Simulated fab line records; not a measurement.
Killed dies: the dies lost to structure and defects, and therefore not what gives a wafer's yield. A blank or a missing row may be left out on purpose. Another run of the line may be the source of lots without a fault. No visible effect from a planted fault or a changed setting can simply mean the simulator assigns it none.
A lot that was struck, set against a sound lot :: flow nandHarc :: 13 out of 1302 route steps
Sound: these wafers, L752.1, L752.2, L752.3. The struck wafers were L741.1, L741.5, L741.6. The cause is named last.
Order at every step that has rows: each side's tool, ch and its chambers, its first start. Under that, the readings that differ: sound wafers :: struck wafers :: difference of the means :: sigmas: that difference in standard deviations of wafers without a fault.
alike: same words and numbers on both sides, and readings whose means sit less than 2 such deviations apart. not compared: any withheld reading, any reading some wafer has no value for, any bound like >300 that may hide the same value, and any number with overlapping values for which the record gives no deviation.
The two part at a step that has a row with sigmas, a row that says differs or no value, or rows on one side only. Non-overlapping numbers with no deviation appear without sigmas and do not part them. A reading that every wafer of one side lacks parts them only if that side has two wafers or more.

first, 5 steps without rows for these wafers: NHARC_A_STAIRCASE_EBR_213; NHARC_A_STAIRCASE_EXPOSE_214 (exposes mask STAIR 3); NHARC_A_STAIRCASE_PEB_215 (peb time 130 s); NHARC_A_STAIRCASE_DEVELOP_216 (time 140 s); NHARC_A_STAIRCASE_HARDBAKE_218 (time 140 s).
NHARC_A_STAIRCASE_DESCUM_219: chemistry O2, time 3 s.
  sound on rieDiel-04 ch 0,1,2, day 22 09:54; struck on rieDiel-04 ch 2,3, day 18 15:38
  alike: drypumpMotorCurrentA, o2FlowSccm, oesProductAu, rfVppV, showerheadPlenumPTorr, throttleValvePct
  not compared: rfHoursCounterH
NHARC_A_STAIRCASE_TRIM_220: chemistry O2, time 211.2 s.
  sound on rieDiel-04 ch 0,1,3, day 22 09:59; struck on rieDiel-04 ch 0,3, day 18 15:45
  alike: drypumpMotorCurrentA, o2FlowSccm, oesProductAu, rfVppV, showerheadPlenumPTorr, throttleValvePct
  not compared: rfHoursCounterH
NHARC_A_STAIRCASE_ETCH_221: etches the open film in C4F8/O2, target depth 100 nm, time 40.5 s.
  sound on rieDiel-04 ch 0,1,3; struck on rieDiel-04 ch 0,1,2
  alike: biasW, chamberPressureMTorr, oesProductAu, rfVppV
  not compared: rfHoursCounterH
NHARC_A_STAIRCASE_TRIM_222: chemistry O2, time 211.2 s.
  sound on rieDiel-04 ch 0,1,2; struck on rieDiel-04 ch 1,2
  alike: drypumpMotorCurrentA, o2FlowSccm, oesProductAu, rfVppV, showerheadPlenumPTorr, throttleValvePct
  not compared: rfHoursCounterH
NHARC_A_STAIRCASE_ETCH_223: etches the open film in C4F8/O2, target depth 100 nm, time 40.5 s.
  sound on rieDiel-04 ch 0,2,3; struck on rieDiel-04 ch 1,2,3
  alike: biasW, chamberPressureMTorr, oesProductAu, rfVppV
  not compared: rfHoursCounterH
then, 1 step without rows for these wafers: NHARC_A_STAIRCASE_TRIM_224 (chemistry O2, time 211.2 s).
NHARC_A_STAIRCASE_ETCH_225: etches the open film in C4F8/O2, target depth 100 nm, time 40.5 s.
  sound on rieDiel-04 ch 0,1,2, day 22 10:37; struck on rieDiel-04 ch 0,1,2, day 18 16:38
  no value came back on the struck wafers for any of 6 readings (biasW (W), chamberPressureMTorr (mTorr) and others); on the sound wafers biasW (W) reads 998.6 1000.0 1001.4
then, 1 step without rows for these wafers: NHARC_A_STAIRCASE_TRIM_226 (chemistry O2, time 211.2 s).

== WHERE THEY PART ==
Only at NHARC_A_STAIRCASE_ETCH_225, as far as this record shows.

WHY: the cause the simulator had injected
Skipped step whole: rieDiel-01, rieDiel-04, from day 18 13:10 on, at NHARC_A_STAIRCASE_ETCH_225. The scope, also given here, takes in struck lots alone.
